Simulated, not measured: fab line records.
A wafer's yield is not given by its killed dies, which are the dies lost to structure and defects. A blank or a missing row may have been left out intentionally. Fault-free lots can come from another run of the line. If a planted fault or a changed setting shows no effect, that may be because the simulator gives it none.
fab line records	flow n5-finfet
[record] lots = 24	wafers = 72	last-day = 19
route steps=1938 shown BEOL_M0_SAQP@658 BEOL_M0_CUTY@708 BEOL_M0@722
lots with no fault: from the same line, run without faults
start-h: hours from the record's opening day to when the first of the lot's shown wafers began	wait-h: time in hours since the lot's previous step	" as in the row above	L1.1+2: a row that stands for several wafers	- value missing, or start not given	* or withheld: withheld	< > ~ a bound
route shown NAME@n: a module of which the file shows steps, and the number in the route of the first	usual: average and standard deviation across the fault-free wafers	same: alike in all rows	chamber/n: place in a boat	sites: each site's reading	_std_site: standard deviation across them	_edge_site: inner sites' mean taken away from outer sites' mean	radius-mm: for every site, how far away it sits from the centre of the wafer	mask NAME#n: copy n	behind: tool/chamber where the wafer was last shaped	hold: why the lot was held/for how many hours/how that ended	device: names the non-switching transistor (n, p or np)	end of line: the tests these same wafers got at the end of their route	for a step that has no rows: nothing shown but its recipe	killed: at the first sort, the dies lost to defects and structure; wafer yield is something else	map: shows each die of a wafer: x if killed, . if not, _ if none is there
set.NAME: the setting as run; set.NAME@STEP: as run at that earlier step	model.NAME: the simulator's own value behind a step, which no gauge read
route steps across a sampled set of lots; one table per step, one row per wafer
services: a tool's chamber out of use, with start hour (start-h, from the record's first day; less than 0 if before it), hours out, and reason
[[steps]]
[step N5_BEOL_M0_SAQP_MANDREL_ETCH_20]
[recipe] target-depth-a = 600	chemistry = HBr/Cl2	target = a-Si	stop-on = SiNx	bt-time-s = 10	mask-material = SOC	over-etch-frac = 0.5	time-s = 30	pressure-mtorr = 10	icp-w = 800	bias-w = 75	HBr_flow_sccm = 150	Cl2_flow_sccm = 80	ends = end-point
[usual] drypump-motor-current-A = 5.7/0.39	oes-product-au = 0.775/0.014	throttle-valve-pct = 35.5/0.33
[same] bt-time-s = 10
lot.wafer	tool	chamber	start-h	wait-h	drypump-motor-current-A	oes-product-au	rf-hours-counter-h	throttle-valve-pct
L074.1	rie-si-05	1	111.39	0.0	5.4	0.773	165	36.0
L074.3	"	3	"	"	5.8	0.799	147	35.0
L074.5	"	1	"	"	5.4	0.783	-	36.0
L075.1	rie-si-05	2	117.13	0.0	5.6	0.789	80	35.6
L075.4	"	0	"	"	5.3	0.765	45	35.5
L075.6	"	3	"	"	5.8	0.800	-	35.0
L076.2	rie-si-03	1	123.61	0.0	6.3	0.761	16	35.5
L076.3	"	3	"	"	6.0	0.765	13	35.4
L076.6	"	3	"	"	6.0	0.772	-	35.4
L077.2	rie-si-03	0	124.59	0.0	5.6	0.759	4	35.7
L077.3	"	3	"	"	6.0	0.769	13	35.4
L077.4	"	1	"	"	6.3	0.767	16	35.5
L078.1	rie-si-05	3	135.43	0.0	5.8	0.791	148	35.0
L078.3	"	0	"	"	5.2	0.754	45	35.5
L078.6	"	2	"	"	5.6	0.804	-	35.5
L079.2	rie-si-04	0	138.86	0.0	5.3	0.768	191	35.3
L079.3	"	3	"	"	5.9	0.778	80	36.0
L079.5	"	0	"	"	5.2	0.769	-	35.3
L080.1	rie-si-03	1	144.27	0.0	6.3	0.772	17	35.5
L080.3	"	0	"	"	5.5	0.774	5	35.7
L080.4	"	3	"	"	6.0	0.781	14	35.4
L081.1	rie-si-04	0	148.77	0.0	5.2	0.773	191	35.3
L081.4	"	1	"	"	5.1	0.774	6	35.2
L081.6	"	1	"	"	5.1	0.770	-	35.2
L082.1	rie-si-03	0	158.76	0.0	5.5	0.745	5	35.7
L082.3	"	2	"	"	6.2	0.762	28	35.3
L082.6	"	2	"	"	6.2	0.774	-	35.2
L083.1	rie-si-03	3	162.94	0.0	6.0	0.763	14	35.4
L083.2	"	0	"	"	5.6	0.762	5	35.7
L083.3	"	1	"	"	6.3	0.767	17	35.5
L084.3	rie-si-04	1	168.85	0.0	5.1	0.758	6	35.2
L084.4	"	2	"	"	6.1	0.776	101	35.0
L084.6	"	0	"	"	5.3	0.757	-	35.3
L085.3	rie-si-05	2	178.66	0.0	5.6	0.782	81	35.6
L085.5	"	1	"	"	5.4	0.795	-	36.0
L085.6	"	0	"	"	5.2	0.769	-	35.5
L086.1	rie-si-05	0	181.43	0.0	5.2	0.745	46	35.5
L086.4	"	2	"	"	5.6	0.798	81	35.6
L086.5	"	3	"	"	5.9	0.795	-	35.0
L087.1	rie-si-04	2	186.33	0.0	6.1	0.792	102	35.0
L087.4	"	1	"	"	5.1	0.778	-	35.2
L087.5	"	2	"	"	6.2	0.792	-	35.0
L088.3	rie-si-05	0	200.22	0.0	5.2	0.754	46	35.5
L088.5	"	2	"	"	5.6	0.800	-	35.5
L088.6	"	1	"	"	5.5	0.789	-	36.0
L089.2	rie-si-04	1	200.77	0.0	5.1	0.764	7	35.2
L089.3	"	0	"	"	5.3	0.767	0	35.3
L089.5	"	2	"	"	6.1	0.793	-	35.0
L090.1	rie-si-03	3	208.84	0.0	6.0	0.774	15	35.4
L090.3	"	0	"	"	5.6	0.758	6	35.7
L090.6	"	3	"	"	6.0	0.771	-	35.4
L091.1	rie-si-04	0	214.26	0.0	5.2	0.761	0	35.4
L091.4	"	2	"	"	6.2	0.784	102	35.0
L091.6	"	0	"	"	5.3	0.757	-	35.3
L092.2	rie-si-03	3	221.04	0.0	6.0	0.757	15	35.4
L092.3	"	2	"	"	6.2	0.753	29	35.3
L092.6	"	0	"	"	5.6	0.758	-	35.7
L093.1	rie-si-05	0	222.55	0.0	5.2	0.755	47	35.5
L093.3	"	2	"	"	5.6	0.802	82	35.6
L093.5	"	3	"	"	5.8	0.804	-	35.0
L094.3	rie-si-04	1	232.32	0.0	5.1	0.766	8	35.2
L094.5	"	2	"	"	6.1	0.796	-	35.0
L094.6	"	3	"	"	5.9	0.777	-	36.1
L095.2	rie-si-03	1	235.95	0.0	6.3	0.776	19	35.5
L095.4	"	3	"	"	6.0	0.781	15	35.4
L095.5	"	2	"	"	6.2	0.788	-	35.2
L096.3	rie-si-05	3	239.16	0.0	5.8	0.782	150	35.0
L096.4	"	0	"	"	5.2	0.758	47	35.5
L096.5	"	2	"	"	5.6	0.779	-	35.6
L097.1	rie-si-03	0	248.46	0.0	5.6	0.750	7	35.7
L097.3	"	3	"	"	6.0	0.764	16	35.4
L097.4	"	2	"	"	6.2	0.777	29	35.2
[step N5_BEOL_M0_CUTY_CD_MEAS_57]
[recipe] target-cd-nm = 200	landing-energy-ev = 500	detector = se-inlens	polarity = line
[usual] cd-nm = 200.2/1
lot.wafer	tool	chamber	start-h	wait-h	cd-nm
L074.1	cd-sem-03	0	117.05	-	200.6
L074.3	"	0	"	"	198.7
L074.5	"	0	"	"	200.7
L075.1	cd-sem-03	0	124.00	-	200.2
L075.4	"	0	"	"	198.9
L075.6	"	0	"	"	198.3
L076.2	cd-sem-02	0	128.75	-	201.2
L076.3	"	0	"	"	200.2
L076.6	"	0	"	"	200.0
L077.2	cd-sem-02	0	129.68	-	198.6
L077.3	"	0	"	"	197.9
L077.4	"	0	"	"	199.1
L078.1	cd-sem-02	0	140.72	-	200.7
L078.3	"	0	"	"	200.3
L078.6	"	0	"	"	201.2
L079.2	cd-sem-03	0	145.06	-	201.8
L079.3	"	0	"	"	200.3
L079.5	"	0	"	"	200.3
L080.1	cd-sem-01	0	149.25	-	201.9
L080.3	"	0	"	"	200.8
L080.4	"	0	"	"	200.7
L081.1	cd-sem-02	0	153.91	-	199.5
L081.4	"	0	"	"	200.6
L081.6	"	0	"	"	200.8
L082.1	cd-sem-01	0	163.81	-	200.4
L082.3	"	0	"	"	200.3
L082.6	"	0	"	"	199.3
L083.1	cd-sem-01	0	167.94	-	200.9
L083.2	"	0	"	"	201.2
L083.3	"	0	"	"	199.8
L084.3	cd-sem-02	0	173.56	-	198.9
L084.4	"	0	"	"	198.0
L084.6	"	0	"	"	199.2
L085.3	cd-sem-01	0	184.80	-	199.5
L085.5	"	0	"	"	199.0
L085.6	"	0	"	"	198.9
L086.1	cd-sem-01	0	186.88	-	200.3
L086.4	"	0	"	"	199.9
L086.5	"	0	"	"	201.2
L087.1	cd-sem-03	0	191.77	-	200.4
L087.4	"	0	"	"	199.9
L087.5	"	0	"	"	200.0
L088.3	cd-sem-01	0	206.55	-	201.3
L088.5	"	0	"	"	200.3
L088.6	"	0	"	"	199.4
L089.2	cd-sem-02	0	206.71	-	197.5
L089.3	"	0	"	"	198.5
L089.5	"	0	"	"	198.4
L090.1	cd-sem-03	0	214.20	-	200.5
L090.3	"	0	"	"	200.5
L090.6	"	0	"	"	200.9
L091.1	cd-sem-01	0	219.42	-	200.2
L091.4	"	0	"	"	200.5
L091.6	"	0	"	"	201.0
L092.2	cd-sem-02	0	226.69	-	201.2
L092.3	"	0	"	"	201.2
L092.6	"	0	"	"	201.7
L093.1	cd-sem-03	0	227.81	-	200.8
L093.3	"	0	"	"	200.6
L093.5	"	0	"	"	201.4
L094.3	cd-sem-02	0	237.24	-	202.0
L094.5	"	0	"	"	201.6
L094.6	"	0	"	"	201.6
L095.2	cd-sem-01	0	240.95	-	200.8
L095.4	"	0	"	"	201.7
L095.5	"	0	"	"	200.9
L096.3	cd-sem-03	0	244.16	-	200.4
L096.4	"	0	"	"	200.7
L096.5	"	0	"	"	200.5
L097.1	cd-sem-01	0	253.99	-	199.3
L097.3	"	0	"	"	199.5
L097.4	"	0	"	"	198.6
[step N5_BEOL_M0_STRIP_142]
[recipe] chemistry = N2/H2	time-s = 10	power-w = 450	temp-c = 40	pressure-mtorr = 20	rf-frequency-hz = 6e+07	bias-power-w = 7	n2-flow-sccm = 200	h2-flow-sccm = 200
[usual] bias-power-w = 6.999/0.022	drypump-motor-current-A = 5.7/0.53	oes-product-au = 0.80/0.087	rf-vpp-V = 59.2/0.8	showerhead-plenum-p-Torr = 2.55/0.091	throttle-valve-pct = 23.49/0.3
[same] time-s = 10
lot.wafer	tool	chamber	start-h	wait-h	bias-power-w	drypump-motor-current-A	oes-product-au	rf-hours-counter-h	rf-vpp-V	showerhead-plenum-p-Torr	throttle-valve-pct
L074.1	rie-diel-04	0	121.49	0.0	6.991	4.9	0.85	75	58.3	2.46	23.66
L074.3	"	1	"	"	6.999	5.7	0.75	159	59.5	2.43	23.07
L074.5	"	2	"	"	6.997	6.8	0.68	-	58.7	2.52	24.03
L075.1	rie-diel-03	1	126.00	0.0	6.981	6.3	0.82	78	58.3	2.56	23.02
L075.4	"	2	"	"	7.032	5.6	0.86	51	59.0	2.47	23.75
L075.6	"	0	"	"	6.948	5.2	0.80	-	59.7	2.65	23.49
L076.2	rie-diel-06	3	130.40	0.0	6.994	5.0	0.98	10	60.3	2.69	23.34
L076.3	"	1	"	"	7.025	5.9	0.94	19	59.4	2.71	23.52
L076.6	"	2	"	"	7.020	5.4	0.70	-	57.1	2.59	23.55
L077.2	rie-diel-04	1	130.91	0.0	7.005	5.7	0.75	162	58.5	2.43	23.08
L077.3	"	2	"	"	7.006	6.8	0.68	203	58.9	2.51	24.04
L077.4	"	0	"	"	7.002	5.0	0.84	77	59.2	2.46	23.67
L078.1	rie-diel-04	3	143.44	0.0	7.060	5.8	0.72	176	58.1	2.52	23.15
L078.3	"	1	"	"	6.954	5.7	0.75	165	57.8	2.43	23.10
L078.6	"	3	"	"	7.008	5.8	0.71	-	59.5	2.52	23.12
L080.1	rie-diel-03	0	152.43	0.0	7.043	5.1	0.80	95	60.0	2.65	23.50
L080.3	"	3	"	"	7.004	5.7	0.82	83	59.5	2.46	23.57
L080.4	"	2	"	"	6.973	5.6	0.86	61	58.6	2.46	23.76
L079.2	rie-diel-04	2	153.55	0.0	6.998	6.8	0.68	207	58.7	2.51	24.04
L079.3	"	1	"	"	7.012	5.7	0.74	168	59.2	2.43	23.09
L079.5	"	3	"	"	6.999	5.8	0.70	-	59.9	2.52	23.15
L081.1	rie-diel-04	2	157.91	0.0	6.996	6.8	0.68	209	59.2	2.51	24.04
L081.4	"	1	"	"	7.029	5.7	0.74	169	59.6	2.43	23.10
L081.6	"	0	"	"	7.020	5.0	0.83	-	58.5	2.45	23.70
L082.1	rie-diel-06	1	165.01	0.0	7.010	5.9	0.92	28	59.3	2.71	23.53
L082.3	"	2	"	"	6.974	5.4	0.69	236	58.9	2.58	23.56
L082.6	"	2	"	"	6.990	5.4	0.69	-	59.2	2.58	23.58
L083.1	rie-diel-06	3	172.32	0.0	7.002	4.9	0.93	22	61.6	2.69	23.38
L083.2	"	2	"	"	7.015	5.4	0.68	239	59.1	2.58	23.55
L083.3	"	1	"	"	6.979	5.9	0.90	32	59.7	2.71	23.54
L084.3	rie-diel-06	1	175.30	0.0	7.012	5.9	0.89	33	58.8	2.70	23.54
L084.4	"	0	"	"	7.010	5.3	0.91	13	59.3	2.59	23.68
L084.6	"	1	"	"	7.027	5.9	0.90	-	59.5	2.70	23.52
L085.3	rie-diel-03	2	185.71	0.0	6.986	5.6	0.85	73	57.9	2.46	23.80
L085.5	"	0	"	"	7.033	5.2	0.78	-	60.4	2.64	23.50
L085.6	"	1	"	"	7.039	6.3	0.80	-	59.9	2.55	23.04
L086.1	rie-diel-06	0	192.29	0.0	7.019	5.3	0.90	20	59.5	2.59	23.71
L086.4	"	3	"	"	6.952	5.0	0.92	30	60.0	2.68	23.40
L086.5	"	1	"	"	6.960	5.9	0.89	-	60.2	2.70	23.55
L087.1	rie-diel-03	2	193.41	0.0	7.053	5.6	0.82	76	59.0	2.46	23.80
L087.4	"	3	"	"	6.986	5.7	0.79	98	60.2	2.45	23.61
L087.5	"	1	"	"	6.983	6.3	0.79	-	57.9	2.55	23.05
L089.2	rie-diel-04	1	213.72	0.0	7.012	5.7	0.73	187	59.6	2.42	23.13
L089.3	"	0	"	"	6.986	4.9	0.81	104	59.4	2.45	23.70
L089.5	"	3	"	"	7.020	5.8	0.68	-	58.9	2.51	23.18
L088.3	rie-diel-04	3	214.89	0.0	6.986	5.8	0.68	199	58.9	2.51	23.17
L088.5	"	2	"	"	6.997	6.8	0.66	-	59.4	2.51	24.07
L088.6	"	1	"	"	7.006	5.7	0.74	-	58.3	2.42	23.13
L090.1	rie-diel-04	3	215.00	0.0	6.968	5.8	0.68	199	60.0	2.51	23.18
L090.3	"	0	"	"	6.971	5.0	0.81	104	60.3	2.45	23.70
L090.6	"	0	"	"	6.986	5.0	0.81	-	59.0	2.45	23.69
L091.1	rie-diel-06	0	220.51	0.0	6.980	5.3	0.89	30	59.8	2.59	23.70
L091.4	"	3	"	"	6.967	5.0	0.92	-	60.8	2.68	23.40
L091.6	"	1	"	"	7.023	5.9	0.89	-	58.9	2.70	23.58
L092.2	rie-diel-03	1	227.96	0.0	6.997	6.3	0.78	116	58.4	2.54	23.09
L092.3	"	2	"	"	7.016	5.6	0.82	89	60.3	2.45	23.81
L092.6	"	0	"	"	7.027	5.1	0.76	-	58.8	2.63	23.54
L093.1	rie-diel-03	1	231.10	0.0	6.978	6.3	0.79	117	58.6	2.54	23.08
L093.3	"	0	"	"	6.989	5.2	0.76	126	58.8	2.63	23.53
L093.5	"	2	"	"	6.996	5.6	0.82	-	59.3	2.45	23.80
L094.3	rie-diel-03	0	238.41	0.0	7.047	5.2	0.76	128	60.0	2.63	23.54
L094.5	"	1	"	"	7.033	6.3	0.78	-	59.7	2.54	23.09
L094.6	"	2	"	"	7.003	5.6	0.81	-	58.7	2.45	23.80
L095.2	rie-diel-06	1	246.57	0.0	6.961	5.9	0.86	60	58.6	2.69	23.58
L095.4	"	3	"	"	7.015	5.0	0.89	48	60.9	2.67	23.42
L095.5	"	2	"	"	7.004	5.3	0.94	-	60.1	2.58	23.31
L096.3	rie-diel-06	0	248.18	0.0	6.983	5.3	0.87	42	60.4	2.58	23.72
L096.4	"	2	"	"	6.980	5.4	0.95	5	59.2	2.58	23.31
L096.5	"	1	"	"	7.010	5.9	0.86	-	60.0	2.69	23.57
L097.1	rie-diel-04	1	255.52	0.0	7.000	5.7	0.72	200	58.8	2.41	23.14
L097.3	"	3	"	"	6.975	5.8	0.67	213	59.5	2.51	23.19
L097.4	"	0	"	"	6.993	5.0	0.80	117	58.9	2.44	23.73
[step N5_BEOL_M0_ANNEAL_135]
[recipe] temp-c = 400	time-s = 60	ambient = vacuum
[usual] heater-power-w = 845/56	susceptor_temp_C_max = 401.0/0.31
[same] time-s = 60
lot.wafer	tool	chamber	start-h	wait-h	heater-power-w	susceptor_temp_C_max
L074.1	pvd-sputter-03	-	123.41	0.0	945	400.6
L074.3	"	-	"	"	801	400.7
L074.5	"	-	"	"	898	401.4
L075.1	pvd-sputter-03	-	128.13	0.0	923	401.6
L075.4	"	-	"	"	918	401.3
L075.6	"	-	"	"	925	400.7
L076.2	pvd-sputter-03	-	131.91	0.0	909	401.1
L076.3	"	-	"	"	956	400.8
L076.6	"	-	"	"	798	401.2
L077.2	pvd-sputter-02	-	132.72	0.0	914	400.7
L077.3	"	-	"	"	842	400.9
L077.4	"	-	"	"	772	401.1
L078.1	pvd-sputter-01	-	145.06	0.0	785	400.7
L078.3	"	-	"	"	850	401.0
L078.6	"	-	"	"	833	401.3
L080.1	pvd-sputter-02	-	154.14	0.0	945	400.7
L080.3	"	-	"	"	777	401.0
L080.4	"	-	"	"	831	401.2
L079.2	pvd-sputter-01	-	156.64	0.0	841	400.8
L079.3	"	-	"	"	861	401.8
L079.5	"	-	"	"	806	400.6
L081.1	pvd-sputter-02	-	161.18	0.0	814	401.7
L081.4	"	-	"	"	861	400.5
L081.6	"	-	"	"	939	400.3
L082.1	pvd-sputter-01	-	166.66	0.0	818	401.2
L082.3	"	-	"	"	808	400.8
L082.6	"	-	"	"	812	400.6
L083.1	pvd-sputter-02	-	175.67	0.0	922	400.6
L083.2	"	-	"	"	761	401.0
L083.3	"	-	"	"	843	400.9
L084.3	pvd-sputter-03	-	176.90	0.0	809	401.1
L084.4	"	-	"	"	807	401.1
L084.6	"	-	"	"	927	400.8
L085.3	pvd-sputter-03	-	189.32	0.0	922	401.8
L085.5	"	-	"	"	893	400.7
L085.6	"	-	"	"	800	401.2
L086.1	pvd-sputter-02	-	194.28	0.0	843	401.1
L086.4	"	-	"	"	828	401.0
L086.5	"	-	"	"	815	400.5
L087.1	pvd-sputter-02	-	195.46	0.0	819	401.1
L087.4	"	-	"	"	772	401.0
L087.5	"	-	"	"	783	401.0
L089.2	pvd-sputter-02	-	215.30	0.0	755	400.7
L089.3	"	-	"	"	948	401.1
L089.5	"	-	"	"	823	400.9
L088.3	pvd-sputter-02	-	216.12	0.0	959	400.5
L088.5	"	-	"	"	772	400.6
L088.6	"	-	"	"	855	400.7
L090.1	pvd-sputter-01	-	216.51	0.0	812	401.0
L090.3	"	-	"	"	851	400.8
L090.6	"	-	"	"	855	400.9
L091.1	pvd-sputter-02	-	222.56	0.0	769	400.7
L091.4	"	-	"	"	945	400.9
L091.6	"	-	"	"	949	401.0
L092.2	pvd-sputter-01	-	230.98	0.0	815	401.1
L092.3	"	-	"	"	794	401.2
L092.6	"	-	"	"	793	400.9
L093.1	pvd-sputter-02	-	232.68	0.0	868	400.7
L093.3	"	-	"	"	769	401.3
L093.5	"	-	"	"	802	400.9
L094.3	pvd-sputter-01	-	239.87	0.0	846	401.0
L094.5	"	-	"	"	859	401.2
L094.6	"	-	"	"	797	401.4
L095.2	pvd-sputter-02	-	248.84	0.0	818	400.9
L095.4	"	-	"	"	943	401.0
L095.5	"	-	"	"	813	401.5
L096.3	pvd-sputter-02	-	251.12	0.0	762	401.1
L096.4	"	-	"	"	843	400.7
L096.5	"	-	"	"	847	401.0
L097.1	pvd-sputter-03	-	257.56	0.0	811	400.9
L097.3	"	-	"	"	896	400.6
L097.4	"	-	"	"	915	400.7
[step N5_BEOL_M0_ANNEAL_119]
[recipe] temp-c = 225	time-s = 90	ambient = N2
[usual] anneal-temp-c-max = 226.01/0.29	wafer_temp_C_max = 226.10/0.29
[same] time-s = 90
lot.wafer	tool	chamber	start-h	wait-h	anneal-temp-c-max	wafer_temp_C_max
L074.1	rtp-anneal-02	0	123.73	0.2	226.01	226.22
L074.3	"	0	"	"	226.21	226.98
L074.5	"	0	"	"	225.86	226.33
L075.1	rtp-anneal-02	0	128.74	0.4	225.55	226.28
L075.4	"	0	"	"	225.64	226.01
L075.6	"	0	"	"	226.05	225.69
L076.2	rtp-anneal-02	0	132.19	0.1	225.76	226.37
L076.3	"	0	"	"	225.91	226.30
L076.6	"	0	"	"	225.69	226.94
L077.2	rtp-anneal-01	0	133.03	0.1	226.02	226.06
L077.3	"	0	"	"	226.03	226.03
L077.4	"	0	"	"	225.86	225.46
L078.1	rtp-anneal-02	0	145.29	0.1	226.37	226.22
L078.3	"	0	"	"	227.09	226.04
L078.6	"	0	"	"	226.34	226.27
L080.1	rtp-anneal-01	0	154.71	0.4	225.92	225.90
L080.3	"	0	"	"	226.04	225.78
L080.4	"	0	"	"	225.82	226.13
L079.2	rtp-anneal-02	0	156.92	0.1	226.08	226.23
L079.3	"	0	"	"	226.09	226.54
L079.5	"	0	"	"	226.26	225.97
L081.1	rtp-anneal-01	0	161.42	0.1	225.55	226.16
L081.4	"	0	"	"	225.62	226.07
L081.6	"	0	"	"	225.68	226.33
L082.1	rtp-anneal-02	0	167.35	0.5	225.80	225.68
L082.3	"	0	"	"	226.01	226.20
L082.6	"	0	"	"	225.85	225.64
L083.1	rtp-anneal-01	0	175.90	0.1	225.59	225.75
L083.2	"	0	"	"	225.58	225.81
L083.3	"	0	"	"	226.05	225.80
L084.3	rtp-anneal-01	0	177.23	0.1	225.76	225.61
L084.4	"	0	"	"	225.79	226.20
L084.6	"	0	"	"	225.82	225.81
L085.3	rtp-anneal-02	0	189.65	0.1	226.23	226.45
L085.5	"	0	"	"	226.22	226.17
L085.6	"	0	"	"	225.79	226.21
L086.1	rtp-anneal-01	0	195.04	0.6	225.73	225.87
L086.4	"	0	"	"	225.56	226.10
L086.5	"	0	"	"	225.97	225.87
L087.1	rtp-anneal-02	0	195.76	0.1	226.04	226.32
L087.4	"	0	"	"	226.10	226.55
L087.5	"	0	"	"	225.97	225.94
L089.2	rtp-anneal-02	0	216.14	0.7	225.87	225.73
L089.3	"	0	"	"	225.84	226.74
L089.5	"	0	"	"	226.41	226.62
L088.3	rtp-anneal-01	0	216.58	0.3	226.05	226.01
L088.5	"	0	"	"	225.92	225.96
L088.6	"	0	"	"	225.73	226.25
L090.1	rtp-anneal-01	0	216.76	0.1	225.64	225.99
L090.3	"	0	"	"	225.68	226.11
L090.6	"	0	"	"	225.67	226.17
L091.1	rtp-anneal-02	0	222.79	0.1	226.22	226.75
L091.4	"	0	"	"	225.81	226.12
L091.6	"	0	"	"	226.04	226.49
L092.2	rtp-anneal-02	0	231.34	0.2	225.90	226.38
L092.3	"	0	"	"	226.17	226.43
L092.6	"	0	"	"	225.96	226.19
L093.1	rtp-anneal-01	0	232.92	0.1	225.94	225.83
L093.3	"	0	"	"	225.92	225.88
L093.5	"	0	"	"	225.90	225.81
L094.3	rtp-anneal-01	0	240.30	0.2	225.69	226.19
L094.5	"	0	"	"	225.86	225.89
L094.6	"	0	"	"	225.79	225.83
L095.2	rtp-anneal-02	0	249.12	0.1	226.46	226.07
L095.4	"	0	"	"	225.90	226.62
L095.5	"	0	"	"	226.20	225.86
L096.3	rtp-anneal-02	0	251.45	0.1	226.37	226.37
L096.4	"	0	"	"	226.16	226.38
L096.5	"	0	"	"	226.07	226.29
L097.1	rtp-anneal-01	0	258.01	0.3	225.90	225.65
L097.3	"	0	"	"	226.16	225.99
L097.4	"	0	"	"	225.97	226.17
[step N5_BEOL_M0_CMP_120]
[recipe] stop-on = SiOC	t-overpolish-s = 6.9	down-force-psi = 1	platen-rpm = 50	clearing-platen-down-force-psi = 1.5	clearing-platen-rpm = 50	post-cmp-clean = cu-alkaline	clearing-platen-pad-velocity-m-s = 0.99484	pad-velocity-m-s = 0.99484
[usual] barrier-field-endpoint-s = 3.60/0.12	clearing-platen-rpm = 49.999/0.029	motor-current-A = 5.8/0.53	overpolish-run-s = 6.900/0.0085	time-to-endpoint-s = 60.6/2.5
lot.wafer	tool	chamber	start-h	wait-h	barrier-field-endpoint-s	clearing-platen-rpm	motor-current-A	overpolish-run-s	time-to-endpoint-s
L074.1	cmp-02	0	124.03	0.3	3.58	49.995	5.2	6.895	59.0
L074.3	"	2	"	"	3.58	50.006	5.6	6.893	61.9
L074.5	"	1	"	"	3.41	49.969	6.2	6.900	59.0
L075.4	cmp-03	3	129.09	0.2	3.54	50.017	5.4	6.910	64.6
L075.1	"	0	"	"	3.66	49.995	5.7	6.892	60.8
L075.6	"	3	"	"	3.55	50.007	5.4	6.888	62.3
L076.2	cmp-04	1	132.52	0.3	3.65	50.039	6.0	6.902	56.9
L076.3	"	2	"	"	3.61	50.027	6.5	6.899	60.9
L076.6	"	0	"	"	3.76	49.994	6.9	6.907	55.0
L077.2	cmp-04	2	133.29	0.2	3.54	49.959	6.5	6.915	60.6
L077.4	"	3	"	"	3.49	50.026	5.7	6.896	55.9
L077.3	"	0	"	"	3.54	50.040	6.7	6.893	54.4
L078.1	cmp-03	2	145.66	0.3	3.26	49.964	5.1	6.901	58.2
L078.3	"	3	"	"	3.44	49.963	5.5	6.893	63.5
L078.6	"	1	"	"	3.41	49.975	5.8	6.922	58.6
L080.3	cmp-02	2	155.02	0.2	3.79	50.014	5.3	6.893	58.3
L080.1	"	3	"	"	3.83	49.969	5.4	6.884	62.6
L080.4	"	0	"	"	3.65	49.913	5.1	6.906	59.6
L079.2	cmp-02	3	157.21	0.2	3.50	50.016	5.2	6.900	59.0
L079.3	"	1	"	"	3.62	49.996	6.1	6.911	61.9
L079.5	"	3	"	"	3.36	50.005	5.8	6.909	61.7
L081.1	cmp-04	3	161.76	0.3	3.51	49.943	5.8	6.880	61.7
L081.4	"	1	"	"	3.64	49.962	5.9	6.915	57.9
L081.6	"	3	"	"	3.60	49.979	5.6	6.909	62.8
L082.1	cmp-03	0	167.69	0.3	3.61	49.986	5.9	6.897	59.8
L082.3	"	2	"	"	3.48	49.979	5.2	6.893	60.9
L082.6	"	0	"	"	3.47	49.981	5.9	6.904	60.5
L083.2	cmp-02	0	176.24	0.2	3.68	50.026	5.2	6.884	59.5
L083.3	"	1	"	"	3.82	49.984	6.1	6.901	62.4
L083.1	"	2	"	"	3.68	49.922	5.2	6.911	58.3
L084.3	cmp-03	2	177.47	0.2	3.54	50.014	5.4	6.897	61.3
L084.4	"	3	"	"	3.67	50.003	5.3	6.909	62.8
L084.6	"	2	"	"	3.57	50.024	5.7	6.883	60.0
L085.3	cmp-02	3	189.87	0.2	3.91	49.982	5.5	6.906	63.5
L085.5	"	3	"	"	4.00	50.015	5.7	6.897	63.6
L085.6	"	0	"	"	3.87	49.942	5.3	6.902	59.5
L086.4	cmp-04	3	195.43	0.2	3.47	50.035	5.9	6.890	61.0
L086.1	"	0	"	"	3.53	50.041	6.8	6.882	57.2
L086.5	"	2	"	"	3.55	49.985	6.5	6.887	60.7
L087.4	cmp-04	3	196.09	0.2	3.46	49.954	5.8	6.899	61.1
L087.1	"	1	"	"	3.52	49.964	6.4	6.907	59.3
L087.5	"	3	"	"	3.66	49.987	5.6	6.902	60.6
L089.2	cmp-02	1	216.39	0.2	3.58	50.013	6.4	6.902	60.2
L089.3	"	0	"	"	3.44	50.008	5.2	6.910	60.0
L089.5	"	1	"	"	3.51	49.992	6.3	6.881	61.0
L088.3	cmp-02	1	216.79	0.2	3.48	49.961	6.1	6.905	66.7
L088.6	"	1	"	"	3.70	50.007	6.5	6.908	65.9
L088.5	"	2	"	"	3.58	50.008	5.4	6.897	63.8
L090.3	cmp-04	3	217.06	0.2	3.60	50.001	5.7	6.909	61.2
L090.1	"	1	"	"	3.53	50.015	5.8	6.895	60.6
L090.6	"	0	"	"	3.38	50.023	7.1	6.903	59.7
L091.4	cmp-03	1	223.13	0.2	3.81	50.036	5.7	6.907	63.7
L091.1	"	2	"	"	3.75	49.978	5.4	6.906	61.2
L091.6	"	1	"	"	3.80	50.029	5.7	6.901	61.1
L092.3	cmp-04	1	231.63	0.2	3.79	50.011	6.1	6.903	61.3
L092.2	"	3	"	"	3.54	50.024	6.1	6.895	60.9
L092.6	"	0	"	"	3.60	50.021	7.0	6.897	54.5
L093.3	cmp-02	0	233.25	0.2	3.43	50.035	5.2	6.903	65.4
L093.1	"	1	"	"	3.64	50.033	6.1	6.895	65.2
L093.5	"	3	"	"	3.64	49.984	5.4	6.894	63.6
L094.3	cmp-04	2	240.51	0.2	3.75	50.034	6.4	6.897	61.1
L094.6	"	2	"	"	3.72	50.029	6.0	6.894	62.0
L094.5	"	3	"	"	3.61	50.001	5.9	6.899	61.1
L095.4	cmp-02	3	249.51	0.3	3.59	49.934	5.5	6.903	61.3
L095.2	"	1	"	"	3.64	49.999	6.4	6.903	60.6
L095.5	"	2	"	"	3.66	49.990	5.5	6.886	63.0
L096.3	cmp-03	1	251.69	0.2	3.58	49.989	5.6	6.903	62.1
L096.4	"	2	"	"	3.58	50.001	5.2	6.901	61.9
L096.5	"	0	"	"	3.58	49.976	5.9	6.888	61.6
L097.4	cmp-02	1	258.36	0.2	3.57	50.044	6.1	6.898	61.0
L097.3	"	2	"	"	3.76	50.018	5.3	6.913	60.8
L097.1	"	3	"	"	3.54	49.967	5.7	6.912	58.2
[[services]]
tool	chamber	start-h	hours	kind
cmp-04	-	112.58	3.5	pm
rie-diel-06	0	112.78	-	clean
rie-diel-06	0	112.78	-	consumable-replace:focus-ring
rie-diel-06	0	112.78	17.8	scheduled-down
cmp-02	-	129.15	4.9	repair
pvd-sputter-02	-	139.65	3.9	repair
rie-diel-04	2	142.43	9.2	repair
pvd-sputter-03	-	144.16	23.3	repair
rie-si-05	1	152.19	13.2	repair
rie-diel-04	3	166.11	2.1	repair
rie-si-03	-	175.14	2.8	pm
pvd-sputter-02	-	183.42	2.3	repair
rie-diel-06	-	202.66	1.0	repair
cmp-02	-	205.60	1.3	repair
cmp-04	-	209.07	7.8	pm
cmp-02	-	209.24	0.8	repair
cmp-04	-	223.01	2.0	repair
cmp-02	-	235.91	4.0	pm
cmp-02	-	239.91	-	consumable-replace:conditioner
cmp-02	-	239.91	-	consumable-replace:pad
cmp-03	-	241.72	4.0	pm
cmp-04	-	247.92	6.8	repair
cmp-03	-	248.25	0.3	repair
cmp-04	-	255.67	2.2	repair
[[key]]
fault none
